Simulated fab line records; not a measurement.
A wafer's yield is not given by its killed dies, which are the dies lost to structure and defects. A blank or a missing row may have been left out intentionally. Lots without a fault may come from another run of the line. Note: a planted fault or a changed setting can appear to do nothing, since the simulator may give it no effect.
Which of the tools did it? | flow n5Finfet | Sampling: 23 lots, 69 wafers, 2 of 1938 route steps

== WHAT THE GAUGES READ, wafer by wafer ==
N5_BEOL_M9_CD_MEAS_35: target cd 70 nm, target cd y 40 nm.
lot  | measured     | on       | cdNm (nm)
L074 | day 11 08:57 | cdSem-01 | 69.8 70.2 70.5
L075 | day 12 17:09 | cdSem-02 | 70.3 69.6 69.0
L076 | day 12 22:43 | cdSem-01 | 69.6 69.5 69.4
L077 | day 13 08:06 | cdSem-01 | 69.8 69.2 70.5
L078 | day 13 17:32 | cdSem-02 | 70.5 69.9 69.7
L080 | day 14 00:25 | cdSem-02 | 70.2 70.8 70.8
L081 | day 14 04:55 | cdSem-01 | 70.4 70.8 70.4
L083 | day 14 09:19 | cdSem-01 | 69.9 69.4 69.6
L082 | day 14 11:46 | cdSem-01 | 70.5 70.4 69.8
L084 | day 14 15:33 | cdSem-03 | 69.7 69.6 70.4
L085 | day 15 00:40 | cdSem-01 | 70.3 70.0 69.7
L086 | day 15 04:31 | cdSem-02 | 70.2 69.8 70.3
L092 | day 15 04:45 | cdSem-03 | 70.7 70.0 70.3
L088 | day 15 17:47 | cdSem-03 | 69.6 70.9 70.4
L087 | day 15 22:05 | cdSem-02 | 70.1 70.1 70.4
L089 | day 16 00:02 | cdSem-02 | 70.4 69.5 69.8
L090 | day 16 03:11 | cdSem-02 | 70.7 69.6 69.7
L091 | day 16 09:46 | cdSem-03 | 71.1 70.8 70.7
L093 | day 16 10:07 | cdSem-01 | 69.7 70.2 69.5
L097 | day 17 16:26 | cdSem-01 | 70.5 70.5 70.5
L096 | day 17 16:30 | cdSem-01 | 70.6 69.8 70.1
L094 | day 18 10:30 | cdSem-02 | 70.3 69.5 69.2
L095 | day 18 16:43 | cdSem-02 | 69.6 70.1 69.8

== WHICH TOOL RAN EACH LOT (tool, then ch and the chambers of the sampled wafers, then the start) ==
lot  | N5_BEOL_M9_ETCH_41
L074 | rieDiel-01 ch 1,3, day 11 08:57 or earlier
L075 | rieDiel-03 ch 0,1, day 12 17:09 or earlier
L076 | rieDiel-01 ch 0,1,3, day 12 22:43 or earlier
L077 | rieDiel-06 ch 2,3, day 13 08:06 or earlier
L078 | rieDiel-01 ch 0,1,2, day 13 17:32 or earlier
L080 | rieDiel-01 ch 1,2,3, day 14 00:25 or earlier
L081 | rieDiel-06 ch 0,2,3, day 14 04:55 or earlier
L083 | rieDiel-06 ch 0,2,3, day 14 09:19 or earlier
L082 | rieDiel-06 ch 0,1,3, day 14 11:46 or earlier
L084 | rieDiel-03 ch 0,3, day 14 15:33 or earlier
L085 | rieDiel-03 ch 1,2,3, day 15 00:40 or earlier
L086 | rieDiel-06 ch 0,1, day 15 04:31 or earlier
L092 | rieDiel-01 ch 0,2,3, day 15 04:45 or earlier
L088 | rieDiel-03 ch 0,1, day 15 17:47 or earlier
L087 | rieDiel-03 ch 1,2, day 15 22:05 or earlier
L089 | rieDiel-06 ch 1,3, day 16 00:02 or earlier
L090 | rieDiel-06 ch 1,2,3, day 16 03:11 or earlier
L091 | rieDiel-06 ch 0,1,3, day 16 09:46 or earlier
L093 | rieDiel-03 ch 0,1,3, day 16 10:07 or earlier
L097 | rieDiel-01 ch 0,1, day 17 16:26 or earlier
L096 | rieDiel-03 ch 1,2, day 17 16:30 or earlier
L094 | rieDiel-01 ch 1,3, day 18 10:30 or earlier
L095 | rieDiel-03 ch 1,3, day 18 16:43 or earlier
- N5_BEOL_M9_ETCH_41: etches SiCN in CH3F/O2, target depth 36.6 nm, time 70.1 s.

== AS READ BY THE TOOLS THEMSELVES (means over the sampled wafers that have a number; for cases with no such wafer, the mark the record gives instead) ==
N5_BEOL_M9_ETCH_41.
lot  | tool       | O2_flow_sccm (sccm) | drypumpMotorCurrentA (A) | oesProductAu (a.u.) | rfVppV (V) | showerheadPlenumPTorr (Torr) | throttleValvePct (%)
L074 | rieDiel-01 | 19.93               | 6.2                      | 0.80                | 296.9      | 1.98                         | 16.31
L075 | rieDiel-03 | 20.01               | 5.8                      | 0.70                | 296.6      | 1.95                         | 16.45
L076 | rieDiel-01 | 20.01               | 6.3                      | 0.80                | 296.9      | 1.96                         | 16.45
L077 | rieDiel-06 | 20.00               | 6.0                      | 0.76                | 296.5      | 1.95                         | 16.50
L078 | rieDiel-01 | 20.01               | 6.4                      | 0.78                | 297.9      | 2.01                         | 16.51
L080 | rieDiel-01 | 19.99               | 6.2                      | 0.81                | 297.3      | 2.01                         | 16.40
L081 | rieDiel-06 | 19.96               | 6.0                      | 0.82                | 297.4      | 1.99                         | 16.44
L083 | rieDiel-06 | 19.93               | 6.0                      | 0.82                | 296.5      | 1.99                         | 16.45
L082 | rieDiel-06 | 20.04               | 5.6                      | 0.87                | 298.0      | 2.03                         | 16.32
L084 | rieDiel-03 | 19.98               | 5.5                      | 0.74                | 297.5      | 1.99                         | 16.57
L085 | rieDiel-03 | 20.02               | 5.5                      | 0.75                | 297.8      | 2.00                         | 16.30
L086 | rieDiel-06 | 19.99               | 6.0                      | 0.90                | 298.5      | 2.04                         | 16.24
L092 | rieDiel-01 | 20.01               | 6.3                      | 0.82                | 296.6      | 1.99                         | 16.53
L088 | rieDiel-03 | 19.98               | 5.9                      | 0.70                | 295.5      | 1.92                         | 16.26
L087 | rieDiel-03 | 20.01               | 5.7                      | 0.70                | 296.3      | 1.96                         | 16.20
L089 | rieDiel-06 | 20.01               | 5.2                      | 0.80                | 298.1      | 2.02                         | 16.43
L090 | rieDiel-06 | 20.04               | 5.6                      | 0.79                | 297.4      | 1.98                         | 16.40
L091 | rieDiel-06 | 19.99               | 5.6                      | 0.85                | 297.8      | 2.03                         | 16.35
L093 | rieDiel-03 | 19.94               | 5.7                      | 0.73                | 297.3      | 1.96                         | 16.38
L097 | rieDiel-01 | 20.03               | 6.4                      | 0.72                | 296.1      | 1.96                         | 16.52
L096 | rieDiel-03 | 19.98               | 5.4                      | 0.71                | 297.3      | 2.01                         | 16.38
L094 | rieDiel-01 | 20.02               | 6.1                      | 0.79                | 296.2      | 1.95                         | 16.43
L095 | rieDiel-03 | 20.03               | 5.9                      | 0.72                | 295.5      | 1.93                         | 16.20

== THE ANSWER, worked out from the rows above alone ==
Rule: usual is defined by the lots themselves. Put in order of their means at a reading, lots are off if they are a third of the lots or fewer, leave a main group of 4 or more, and stand apart from it by a gap of 3 or more times the standard deviation of the main group's means; of several such gaps the widest counts. A main group is skipped when, at the precision printed for the reading in the tables above, its means are all equal. A lot without any number at a reading at which 4 lots or more have one is off too. The other lots that the step has rows for count as sound. After the gauges, taken in route order, come the tools' own readings; for these a lot's mean is taken, as printed above. The first step at which some lot is off is used, and at that step the reading that is off furthest; a lot without a number counts as furthest.
Nothing can be told from this: no lot is off at any reading shown.

== WHAT THE SIMULATOR PUT IN ==
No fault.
